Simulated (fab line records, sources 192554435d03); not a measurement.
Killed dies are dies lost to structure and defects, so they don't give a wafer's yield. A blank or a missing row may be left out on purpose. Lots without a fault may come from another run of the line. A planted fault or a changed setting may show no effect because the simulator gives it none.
Split-lot experiment | flow n5_finfet | 7 lots, 21 wafers read, on a route of 1938 steps

THE SPLIT
At N5_FIN_SAQP_HM_DEP_03 (deposits SiNx from SiH4/NH3/N2, target thk 38 nm, time 33.6 s), the setting time_s was moved away from the recipe's 33.6 s on 7 of the 21 wafers read, by -14.2% to +12.6%. The other wafers ran this setting at the recipe's value.

FROM THE SPLIT TO THE READING: what the file shows between them, 9 steps
- N5_FIN_SAQP_THK_MEAS_05
- N5_FIN_SAQP_PECVD_48: deposits SiNx from SiH4/NH3/N2, target thk 25 nm, time 22.1 s (also split here: time_s)
- N5_FIN_SAQP_PECVD_06: deposits a-Si from SiH4/He, target thk 60 nm, time 48.1 s
- N5_FIN_SAQP_MANDREL1_REMOVE_56: chemistry HBr/Cl2/O2, target a-Si, stops on SiNx, bt time 10 s
- N5_FIN_SAQP_ETCH_57: etches SiNx in CH3F/O2, target depth 32.5 nm, time 46.4 s
- N5_FIN_SAQP_ETCH_65: etches SiO2 in CF4, target depth 4 nm, time 4.4 s
- N5_FIN_SAQP_MANDREL_ETCH_58: etches a-Si in HBr/Cl2, stops on SiNx, target depth 45 nm, bt time 10 s, time 27 s
- N5_FIN_SAQP_MANDREL2_REMOVE_60: chemistry HBr/Cl2/O2, target a-Si, stops on SiNx, bt time 10 s
- N5_FIN_SAQP_HM_OPEN_33: chemistry CH3F/O2, target SiNx, target depth 49.4 nm, time 70.6 s

THE READING
SiNx_of_FIN_SAQP_HM_DEP_03.thk_nm (the simulator's own value, which no gauge read), in nm, at N5_FIN_SAQP_ETCH_34 (etches SiO2 in C4F6/O2, target depth 45 nm, time 15 s). The file gives no usual value for it. The 14 wafers here that ran the recipe average 34.4 nm, standard deviation 0.48 nm.

wafer  | tool, chamber at the split | time_s as run, s | against the recipe | SiNx_of_FIN_SAQP_HM_DEP_03.thk_nm, nm | against lot-mates on the recipe
L075.1 | pecvd-02, 0                | 33.6             | recipe             | 34.4                                  | -
L075.6 | pecvd-02, 1                | 33.6             | recipe             | 34.4                                  | -
L075.4 | pecvd-02, 2                | 36.23            | +7.8%              | 37.6                                  | +3.2
L076.1 | pecvd-04, 2                | 33.6             | recipe             | 33.8                                  | -
L076.2 | pecvd-04, 0                | 33.6             | recipe             | 34                                    | -
L076.5 | pecvd-04, 0                | 33.6             | recipe             | 34.8                                  | -
L084.1 | pecvd-02, 0                | 33.6             | recipe             | 34.6                                  | -
L084.5 | pecvd-02, 1                | 37.84            | +12.6%             | 40                                    | +5.4
L084.6 | pecvd-02, 2                | 37.84            | +12.6%             | 40                                    | +5.4
L089.3 | pecvd-01, 0                | 33.6             | recipe             | 33.8                                  | -
L089.5 | pecvd-01, 2                | 33.6             | recipe             | 34.4                                  | -
L089.6 | pecvd-01, 0                | 33.6             | recipe             | 34.8                                  | -
L094.1 | pecvd-04, 0                | 33.6             | recipe             | 34.4                                  | -
L094.4 | pecvd-04, 1                | 28.84            | -14.2%             | 29.6                                  | -5.4
L094.6 | pecvd-04, 0                | 33.6             | recipe             | 35.6                                  | -
L095.4 | pecvd-04, 2                | 33.6             | recipe             | 34.6                                  | -
L095.5 | pecvd-04, 1                | 36.7             | +9.2%              | 38.4                                  | +3.7
L095.6 | pecvd-04, 0                | 33.6             | recipe             | 34.8                                  | -
L097.4 | pecvd-01, 2                | 33.6             | recipe             | 33.8                                  | -
L097.5 | pecvd-01, 0                | 36.93            | +9.9%              | 37.4                                  | +3.6
L097.6 | pecvd-01, 1                | 36.93            | +9.9%              | 38.4                                  | +4.6

THE FIT
A straight line over all 21 wafers: SiNx_of_FIN_SAQP_HM_DEP_03.thk_nm changes by +0.388 nm for each +1% of time_s; r = +0.98; the points scatter about the line by 0.53 nm.
The same after taking each lot's own level away (the mean of its wafers on the recipe; 21 wafers): +0.407 nm for each +1%; r = +0.99; scatter 0.37 nm.
On that fit, the largest move of time_s shifts the reading by 5.8 nm.
The lots' own levels span 33.80 to 35.00 nm, that is 2.5 times the standard deviation above.
So the lot-to-lot level changes the slope little: the two slopes agree.
Check: with one of the wafers moved furthest among these (-14.2%) left out of the fit, the line predicts -5.94 nm for it against its lot-mates. It came out at -5.4 nm against them.

OTHER SPLITS ON THESE WAFERS
These wafers also went through other splits before the reading. Each is held against what the fit with the lots' levels taken away leaves over:
other split on the same wafers  | wafers away from the commonest value | r with SiNx_of_FIN_SAQP_HM_DEP_03.thk_nm (lot level and that fit taken away)
N5_ZERO_LAYER_EXPOSE_08 dose_mj | 2                                    | +0.32
N5_WELL_APT_COAT_02 spin_rpm    | 6                                    | -0.17
N5_FIN_SAQP_PECVD_48 time_s     | 5                                    | +0.23

THE WHOLE CHAIN: every reading that the file lists as answering this split, in the file's order
step                    | what it does                                                      | reading                                                                            | change (the file's fit)               | r (the file's)
N5_FIN_SAQP_HM_DEP_03   | deposits SiNx from SiH4/NH3/N2, target thk 38 nm, time 33.6 s     | SiNx_of_FIN_SAQP_HM_DEP_03.thk_nm (the simulator's own value, which no gauge read) | +0.411 nm for each +1% of the setting | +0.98
N5_FIN_SAQP_THK_MEAS_05 |                                                                   | thk_nm                                                                             | withheld for each +1% of the setting  | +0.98
N5_FIN_SAQP_HM_OPEN_33  | chemistry CH3F/O2, target SiNx, target depth 49.4 nm, time 70.6 s | etch_rf_on_time_s                                                                  | withheld for each +1% of the setting  | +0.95
N5_FIN_SAQP_HM_OPEN_33  | chemistry CH3F/O2, target SiNx, target depth 49.4 nm, time 70.6 s | etch.depth_nm (the simulator's own value, which no gauge read)                     | +0.409 nm for each +1% of the setting | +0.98
N5_FIN_SAQP_ETCH_34     | etches SiO2 in C4F6/O2, target depth 45 nm, time 15 s             | SiNx_of_FIN_SAQP_HM_DEP_03.thk_nm (the simulator's own value, which no gauge read) | +0.404 nm for each +1% of the setting | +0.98

THE FILE'S OWN FIT
SiNx_of_FIN_SAQP_HM_DEP_03.thk_nm changes by +0.404 nm for each +1% of time_s, r = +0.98.
